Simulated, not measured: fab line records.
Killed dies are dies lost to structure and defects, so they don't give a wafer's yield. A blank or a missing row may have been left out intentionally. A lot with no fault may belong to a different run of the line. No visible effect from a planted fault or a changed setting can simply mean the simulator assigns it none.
The tool behind it: which one? || flow nand-harc || Sampling: 14 lots, 42 wafers, 5 of 1302 route steps

WHAT EACH GAUGE READ, for each wafer
NHARC_A_M0_CD_MEAS_09: the cd target is 80 nm. Usual: cd-nm at 80.2 nm, with a standard deviation of 0.83.
{"lot": "L196", "measured": "day 22 23:26", "on": "cd-sem-01", "cd-nm (nm)": "81.2 80.8 81.6", "flag": ""}
{"lot": "L197", "measured": "day 23 01:15", "on": "cd-sem-02", "cd-nm (nm)": "79.3 80.5 80.5", "flag": ""}
{"lot": "L198", "measured": "day 23 16:50", "on": "cd-sem-02", "cd-nm (nm)": "79.4 80.9 80.7", "flag": ""}
{"lot": "L200", "measured": "day 23 21:42", "on": "cd-sem-03", "cd-nm (nm)": "81.3 80.1 80.5", "flag": ""}
{"lot": "L199", "measured": "day 23 23:31", "on": "cd-sem-02", "cd-nm (nm)": "81.0 80.5 78.7", "flag": ""}
{"lot": "L201", "measured": "day 24 14:58", "on": "cd-sem-03", "cd-nm (nm)": "81.6 80.7 81.1", "flag": ""}
{"lot": "L204", "measured": "day 25 22:57", "on": "cd-sem-02", "cd-nm (nm)": "80.6 79.7 80.0", "flag": ""}
{"lot": "L203", "measured": "day 25 23:38", "on": "cd-sem-02", "cd-nm (nm)": "78.5 81.0 78.6", "flag": ""}
{"lot": "L205", "measured": "day 26 11:24", "on": "cd-sem-01", "cd-nm (nm)": "80.0 80.3 78.6", "flag": ""}
{"lot": "L206", "measured": "day 26 20:19", "on": "cd-sem-03", "cd-nm (nm)": "79.9 80.1 81.1", "flag": ""}
{"lot": "L211", "measured": "day 28 22:10", "on": "cd-sem-02", "cd-nm (nm)": "79.2 80.8 80.9", "flag": ""}
{"lot": "L212", "measured": "day 29 12:10", "on": "cd-sem-03", "cd-nm (nm)": "99.6 99.5 100.2", "flag": "OFF"}
{"lot": "L213", "measured": "day 29 23:31", "on": "cd-sem-02", "cd-nm (nm)": "98.9 97.7 99.1", "flag": "OFF"}
{"lot": "L214", "measured": "day 30 11:06", "on": "cd-sem-02", "cd-nm (nm)": "79.5 80.6 79.1", "flag": ""}

EACH LOT AND THE TOOL THAT RAN IT (in order: tool; ch and the chambers of the sampled wafers; start)
{"lot": "L196", "NHARC_A_CONTACT_CMP_20": "cmp-01 ch 0,2, day 22 18:37", "NHARC_A_BLC_ETCH_16": "rie-diel-03 ch 0,1,3, day 22 19:48", "NHARC_A_BLC_PVD_32": "pvd-sputter-01, day 22 23:21 or earlier", "NHARC_A_M0_PEB_07": "litho-track-01 ch 0, day 22 23:21"}
{"lot": "L197", "NHARC_A_CONTACT_CMP_20": "cmp-03 ch 0,2,3, day 22 20:25", "NHARC_A_BLC_ETCH_16": "rie-diel-06 ch 0,1,3, day 22 21:30", "NHARC_A_BLC_PVD_32": "pvd-sputter-02, day 23 01:10 or earlier", "NHARC_A_M0_PEB_07": "litho-track-01 ch 0, day 23 01:10"}
{"lot": "L198", "NHARC_A_CONTACT_CMP_20": "cmp-02 ch 0,2,3, day 23 11:34", "NHARC_A_BLC_ETCH_16": "rie-diel-03 ch 0,2,3, day 23 12:43", "NHARC_A_BLC_PVD_32": "pvd-sputter-01, day 23 16:46 or earlier", "NHARC_A_M0_PEB_07": "litho-track-06 ch 0, day 23 16:46"}
{"lot": "L200", "NHARC_A_CONTACT_CMP_20": "cmp-01 ch 0,2,3, day 23 16:45", "NHARC_A_BLC_ETCH_16": "rie-diel-03 ch 0,2,3, day 23 17:49", "NHARC_A_BLC_PVD_32": "pvd-sputter-01, day 23 21:37 or earlier", "NHARC_A_M0_PEB_07": "litho-track-01 ch 0, day 23 21:37"}
{"lot": "L199", "NHARC_A_CONTACT_CMP_20": "cmp-03 ch 0,1,3, day 23 18:34", "NHARC_A_BLC_ETCH_16": "rie-diel-03 ch 0,1,2, day 23 19:35", "NHARC_A_BLC_PVD_32": "pvd-sputter-01, day 23 23:26 or earlier", "NHARC_A_M0_PEB_07": "litho-track-06 ch 0, day 23 23:26"}
{"lot": "L201", "NHARC_A_CONTACT_CMP_20": "cmp-03 ch 0,2,3, day 24 10:02", "NHARC_A_BLC_ETCH_16": "rie-diel-03 ch 0,1,2, day 24 11:13", "NHARC_A_BLC_PVD_32": "pvd-sputter-01, day 24 14:53 or earlier", "NHARC_A_M0_PEB_07": "litho-track-04 ch 0, day 24 14:53"}
{"lot": "L204", "NHARC_A_CONTACT_CMP_20": "cmp-02 ch 0,2,3, day 25 18:03", "NHARC_A_BLC_ETCH_16": "rie-diel-03 ch 0,1,3, day 25 19:12", "NHARC_A_BLC_PVD_32": "pvd-sputter-02, day 25 22:52 or earlier", "NHARC_A_M0_PEB_07": "litho-track-06 ch 0, day 25 22:52"}
{"lot": "L203", "NHARC_A_CONTACT_CMP_20": "cmp-02 ch 0,1,3, day 25 18:40", "NHARC_A_BLC_ETCH_16": "rie-diel-06 ch 1,2,3, day 25 19:53", "NHARC_A_BLC_PVD_32": "pvd-sputter-03, day 25 23:34 or earlier", "NHARC_A_M0_PEB_07": "litho-track-04 ch 0, day 25 23:34"}
{"lot": "L205", "NHARC_A_CONTACT_CMP_20": "cmp-02 ch 1,2,3, day 26 06:41", "NHARC_A_BLC_ETCH_16": "rie-diel-03 ch 0,1,3, day 26 07:40", "NHARC_A_BLC_PVD_32": "pvd-sputter-03, day 26 11:19 or earlier", "NHARC_A_M0_PEB_07": "litho-track-04 ch 0, day 26 11:19"}
{"lot": "L206", "NHARC_A_CONTACT_CMP_20": "cmp-03 ch 1,2, day 26 15:40", "NHARC_A_BLC_ETCH_16": "rie-diel-06 ch 2,3, day 26 16:41", "NHARC_A_BLC_PVD_32": "pvd-sputter-02, day 26 20:14 or earlier", "NHARC_A_M0_PEB_07": "litho-track-06 ch 0, day 26 20:14"}
{"lot": "L211", "NHARC_A_CONTACT_CMP_20": "cmp-02 ch 0,1,3, day 28 17:11", "NHARC_A_BLC_ETCH_16": "rie-diel-03 ch 0,2,3, day 28 18:22", "NHARC_A_BLC_PVD_32": "pvd-sputter-03, day 28 22:05 or earlier", "NHARC_A_M0_PEB_07": "litho-track-06 ch 0, day 28 22:05"}
{"lot": "L212", "NHARC_A_CONTACT_CMP_20": "cmp-03 ch 0,2,3, day 29 07:07", "NHARC_A_BLC_ETCH_16": "rie-diel-06 ch 0,1,3, day 29 08:19", "NHARC_A_BLC_PVD_32": "pvd-sputter-01, day 29 12:05 or earlier", "NHARC_A_M0_PEB_07": "litho-track-04 ch 0, day 29 12:05"}
{"lot": "L213", "NHARC_A_CONTACT_CMP_20": "cmp-02 ch 1,3, day 29 18:35", "NHARC_A_BLC_ETCH_16": "rie-diel-03 ch 0,1,3, day 29 19:46", "NHARC_A_BLC_PVD_32": "pvd-sputter-02, day 29 23:26 or earlier", "NHARC_A_M0_PEB_07": "litho-track-04 ch 0, day 29 23:26"}
{"lot": "L214", "NHARC_A_CONTACT_CMP_20": "cmp-01 ch 0,2,3, day 30 06:05", "NHARC_A_BLC_ETCH_16": "rie-diel-03 ch 1,2,3, day 30 07:14", "NHARC_A_BLC_PVD_32": "pvd-sputter-01, day 30 11:01 or earlier", "NHARC_A_M0_PEB_07": "litho-track-01 ch 0, day 30 11:01"}
- NHARC_A_CONTACT_CMP_20: polishes, t overpolish 30 s, target thk 300 nm.
- NHARC_A_BLC_ETCH_16: etches the open film in CF4, target depth 39 nm, time 65 s.
- NHARC_A_BLC_PVD_32: deposits Ti, target thk 5 nm, time 17.7 s.
- NHARC_A_M0_PEB_07: peb time 65 s.

WHAT THE TOOLS THEMSELVES READ (means of the sampled wafers that have a number; where no wafer has one, the mark that the record gives instead)
NHARC_A_CONTACT_CMP_20. Usual: motor-current-A 11.7 A, standard deviation 0.74; overpolish-run-s 30.001 s, standard deviation 0.0084; time-to-endpoint-s 58 s, standard deviation 3.7.
{"lot": "L196", "tool": "cmp-01", "motor-current-A (A)": 12.9, "overpolish-run-s (s)": 29.994, "time-to-endpoint-s (s)": 58, "flag": ""}
{"lot": "L197", "tool": "cmp-03", "motor-current-A (A)": 11.3, "overpolish-run-s (s)": 29.997, "time-to-endpoint-s (s)": 62, "flag": ""}
{"lot": "L198", "tool": "cmp-02", "motor-current-A (A)": 12.1, "overpolish-run-s (s)": 30.005, "time-to-endpoint-s (s)": 59, "flag": ""}
{"lot": "L200", "tool": "cmp-01", "motor-current-A (A)": 12.1, "overpolish-run-s (s)": 29.995, "time-to-endpoint-s (s)": 59, "flag": ""}
{"lot": "L199", "tool": "cmp-03", "motor-current-A (A)": 11.1, "overpolish-run-s (s)": 30.002, "time-to-endpoint-s (s)": 58, "flag": ""}
{"lot": "L201", "tool": "cmp-03", "motor-current-A (A)": 11.2, "overpolish-run-s (s)": 30.001, "time-to-endpoint-s (s)": 60, "flag": ""}
{"lot": "L204", "tool": "cmp-02", "motor-current-A (A)": 11.8, "overpolish-run-s (s)": 30.005, "time-to-endpoint-s (s)": 54, "flag": ""}
{"lot": "L203", "tool": "cmp-02", "motor-current-A (A)": 12.1, "overpolish-run-s (s)": 30.001, "time-to-endpoint-s (s)": 57, "flag": ""}
{"lot": "L205", "tool": "cmp-02", "motor-current-A (A)": 11.9, "overpolish-run-s (s)": 29.997, "time-to-endpoint-s (s)": 58, "flag": ""}
{"lot": "L206", "tool": "cmp-03", "motor-current-A (A)": 11.3, "overpolish-run-s (s)": 30.004, "time-to-endpoint-s (s)": 57, "flag": ""}
{"lot": "L211", "tool": "cmp-02", "motor-current-A (A)": 12.0, "overpolish-run-s (s)": 30.000, "time-to-endpoint-s (s)": 58, "flag": ""}
{"lot": "L212", "tool": "cmp-03", "motor-current-A (A)": 11.4, "overpolish-run-s (s)": 30.009, "time-to-endpoint-s (s)": 63, "flag": ""}
{"lot": "L213", "tool": "cmp-02", "motor-current-A (A)": 11.8, "overpolish-run-s (s)": 29.995, "time-to-endpoint-s (s)": 61, "flag": ""}
{"lot": "L214", "tool": "cmp-01", "motor-current-A (A)": 11.9, "overpolish-run-s (s)": 30.005, "time-to-endpoint-s (s)": 58, "flag": ""}

NHARC_A_BLC_ETCH_16. Usual: drypump-motor-current-A 5.6 A, standard deviation 0.47; oes-product-au 0.995 a.u., standard deviation 0.013; rf-vpp-V 151.4 V, standard deviation 1; showerhead-plenum-p-Torr 1.79 Torr, standard deviation 0.058; throttle-valve-pct 13.283 %, standard deviation 0.0091.
{"lot": "L196", "tool": "rie-diel-03", "drypump-motor-current-A (A)": 5.4, "oes-product-au (a.u.)": 1.007, "rf-vpp-V (V)": 152.3, "showerhead-plenum-p-Torr (Torr)": 1.80, "throttle-valve-pct (%)": 13.287, "flag": ""}
{"lot": "L197", "tool": "rie-diel-06", "drypump-motor-current-A (A)": 5.8, "oes-product-au (a.u.)": 1.001, "rf-vpp-V (V)": 150.6, "showerhead-plenum-p-Torr (Torr)": 1.79, "throttle-valve-pct (%)": 13.286, "flag": ""}
{"lot": "L198", "tool": "rie-diel-03", "drypump-motor-current-A (A)": 5.5, "oes-product-au (a.u.)": 0.990, "rf-vpp-V (V)": 152.2, "showerhead-plenum-p-Torr (Torr)": 1.85, "throttle-valve-pct (%)": 13.295, "flag": ""}
{"lot": "L200", "tool": "rie-diel-03", "drypump-motor-current-A (A)": 5.5, "oes-product-au (a.u.)": 1.005, "rf-vpp-V (V)": 152.3, "showerhead-plenum-p-Torr (Torr)": 1.85, "throttle-valve-pct (%)": 13.280, "flag": ""}
{"lot": "L199", "tool": "rie-diel-03", "drypump-motor-current-A (A)": 5.4, "oes-product-au (a.u.)": 0.991, "rf-vpp-V (V)": 151.9, "showerhead-plenum-p-Torr (Torr)": 1.81, "throttle-valve-pct (%)": 13.277, "flag": ""}
{"lot": "L201", "tool": "rie-diel-03", "drypump-motor-current-A (A)": 5.4, "oes-product-au (a.u.)": 1.004, "rf-vpp-V (V)": 151.1, "showerhead-plenum-p-Torr (Torr)": 1.81, "throttle-valve-pct (%)": 13.291, "flag": ""}
{"lot": "L204", "tool": "rie-diel-03", "drypump-motor-current-A (A)": 5.4, "oes-product-au (a.u.)": 1.012, "rf-vpp-V (V)": 151.8, "showerhead-plenum-p-Torr (Torr)": 1.79, "throttle-valve-pct (%)": 13.287, "flag": ""}
{"lot": "L203", "tool": "rie-diel-06", "drypump-motor-current-A (A)": 6.1, "oes-product-au (a.u.)": 0.992, "rf-vpp-V (V)": 151.5, "showerhead-plenum-p-Torr (Torr)": 1.76, "throttle-valve-pct (%)": 13.273, "flag": ""}
{"lot": "L205", "tool": "rie-diel-03", "drypump-motor-current-A (A)": 5.5, "oes-product-au (a.u.)": 1.009, "rf-vpp-V (V)": 151.9, "showerhead-plenum-p-Torr (Torr)": 1.79, "throttle-valve-pct (%)": 13.276, "flag": ""}
{"lot": "L206", "tool": "rie-diel-06", "drypump-motor-current-A (A)": 6.4, "oes-product-au (a.u.)": 0.987, "rf-vpp-V (V)": 150.1, "showerhead-plenum-p-Torr (Torr)": 1.70, "throttle-valve-pct (%)": 13.286, "flag": ""}
{"lot": "L211", "tool": "rie-diel-03", "drypump-motor-current-A (A)": 5.5, "oes-product-au (a.u.)": 0.982, "rf-vpp-V (V)": 151.4, "showerhead-plenum-p-Torr (Torr)": 1.84, "throttle-valve-pct (%)": 13.283, "flag": ""}
{"lot": "L212", "tool": "rie-diel-06", "drypump-motor-current-A (A)": 5.8, "oes-product-au (a.u.)": 0.993, "rf-vpp-V (V)": 150.7, "showerhead-plenum-p-Torr (Torr)": 1.79, "throttle-valve-pct (%)": 13.285, "flag": ""}
{"lot": "L213", "tool": "rie-diel-03", "drypump-motor-current-A (A)": 5.4, "oes-product-au (a.u.)": 1.001, "rf-vpp-V (V)": 151.6, "showerhead-plenum-p-Torr (Torr)": 1.79, "throttle-valve-pct (%)": 13.280, "flag": ""}
{"lot": "L214", "tool": "rie-diel-03", "drypump-motor-current-A (A)": 5.2, "oes-product-au (a.u.)": 0.992, "rf-vpp-V (V)": 151.8, "showerhead-plenum-p-Torr (Torr)": 1.80, "throttle-valve-pct (%)": 13.283, "flag": ""}

NHARC_A_BLC_PVD_32. Usual: throttle-valve-pct at 30.3 %, with a standard deviation of 0.92.
{"lot": "L196", "tool": "pvd-sputter-01", "throttle-valve-pct (%)": 30.5, "flag": ""}
{"lot": "L197", "tool": "pvd-sputter-02", "throttle-valve-pct (%)": 29.7, "flag": ""}
{"lot": "L198", "tool": "pvd-sputter-01", "throttle-valve-pct (%)": 30.5, "flag": ""}
{"lot": "L200", "tool": "pvd-sputter-01", "throttle-valve-pct (%)": 31.2, "flag": ""}
{"lot": "L199", "tool": "pvd-sputter-01", "throttle-valve-pct (%)": 30.1, "flag": ""}
{"lot": "L201", "tool": "pvd-sputter-01", "throttle-valve-pct (%)": 30.1, "flag": ""}
{"lot": "L204", "tool": "pvd-sputter-02", "throttle-valve-pct (%)": 30.1, "flag": ""}
{"lot": "L203", "tool": "pvd-sputter-03", "throttle-valve-pct (%)": 30.2, "flag": ""}
{"lot": "L205", "tool": "pvd-sputter-03", "throttle-valve-pct (%)": 30.3, "flag": ""}
{"lot": "L206", "tool": "pvd-sputter-02", "throttle-valve-pct (%)": 30.2, "flag": ""}
{"lot": "L211", "tool": "pvd-sputter-03", "throttle-valve-pct (%)": 30.1, "flag": ""}
{"lot": "L212", "tool": "pvd-sputter-01", "throttle-valve-pct (%)": 30.5, "flag": ""}
{"lot": "L213", "tool": "pvd-sputter-02", "throttle-valve-pct (%)": 30.2, "flag": ""}
{"lot": "L214", "tool": "pvd-sputter-01", "throttle-valve-pct (%)": 30.7, "flag": ""}

NHARC_A_M0_PEB_07. Usual: heater-power-total-W 156.6 W, standard deviation 0.43; plate-temp-C 100.02 C, standard deviation 0.13.
{"lot": "L196", "tool": "litho-track-01", "heater-power-total-W (W)": 156.8, "plate-temp-C (C)": 100.05, "flag": ""}
{"lot": "L197", "tool": "litho-track-01", "heater-power-total-W (W)": 156.8, "plate-temp-C (C)": 100.04, "flag": ""}
{"lot": "L198", "tool": "litho-track-06", "heater-power-total-W (W)": 156.2, "plate-temp-C (C)": 99.84, "flag": ""}
{"lot": "L200", "tool": "litho-track-01", "heater-power-total-W (W)": 156.4, "plate-temp-C (C)": 100.06, "flag": ""}
{"lot": "L199", "tool": "litho-track-06", "heater-power-total-W (W)": 156.4, "plate-temp-C (C)": 99.95, "flag": ""}
{"lot": "L201", "tool": "litho-track-04", "heater-power-total-W (W)": 156.9, "plate-temp-C (C)": 100.04, "flag": ""}
{"lot": "L204", "tool": "litho-track-06", "heater-power-total-W (W)": 157.1, "plate-temp-C (C)": 100.00, "flag": ""}
{"lot": "L203", "tool": "litho-track-04", "heater-power-total-W (W)": 156.6, "plate-temp-C (C)": 100.01, "flag": ""}
{"lot": "L205", "tool": "litho-track-04", "heater-power-total-W (W)": 156.3, "plate-temp-C (C)": 100.01, "flag": ""}
{"lot": "L206", "tool": "litho-track-06", "heater-power-total-W (W)": 156.7, "plate-temp-C (C)": 100.07, "flag": ""}
{"lot": "L211", "tool": "litho-track-06", "heater-power-total-W (W)": 156.4, "plate-temp-C (C)": 100.01, "flag": ""}
{"lot": "L212", "tool": "litho-track-04", "heater-power-total-W (W)": 168.4, "plate-temp-C (C)": 105.57, "flag": "OFF"}
{"lot": "L213", "tool": "litho-track-04", "heater-power-total-W (W)": 168.2, "plate-temp-C (C)": 105.59, "flag": "OFF"}
{"lot": "L214", "tool": "litho-track-01", "heater-power-total-W (W)": 156.4, "plate-temp-C (C)": 100.08, "flag": ""}

THE ANSWER, worked out from the rows above alone
Rule: lot off if the mean of its wafers having a number is beyond 3 standard deviations from the usual mean. A lot without any number at a reading at which 4 lots or more have one is off too. All remaining lots with rows at the step are treated as sound. Order of review: gauges by route order, followed by the tools' own readings, for which a lot's mean as printed above is used. At the first step where some lot is off, the reading lying furthest off is the one used; lots without a number count as furthest.
Off at NHARC_A_M0_CD_MEAS_09 (cd-nm): L212, L213.
If a tool, at a process step before that reading, ran all the lots that are off and no sound lot after the first of them, it fits. The gauges at NHARC_A_M0_CD_MEAS_09 aren't tried: what is off there is off at NHARC_A_M0_PEB_07 too, on other tools, and a gauge's error can't cause that. NHARC_A_BLC_PVD_32: start missing for some lots; hours and lot order therefore follow NHARC_A_M0_PEB_07. One fits: litho-track-04 at NHARC_A_M0_PEB_07. Its last sound lot is L205 (day 26 11:19), its first lot that is off L212 (day 29 12:05): a fault that began between those two fits.
The tool's own readings at NHARC_A_M0_PEB_07 bear it out: on the lots that are off they differ by more than 5 times the standard deviation of the sound lots' means. heater-power-total-W reads 168.3 W there against 156.6 W on the sound lots; plate-temp-C reads 105.58 C there against 100.01 C on the sound lots.

WHAT THE SIMULATOR HAD INSERTED
Drift in process parameters on litho-track-04 at NHARC_A_M0_PEB_07, starting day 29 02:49. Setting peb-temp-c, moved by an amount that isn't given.
Lots struck among those shown: L212, L213. The rule given above showed the same thing.
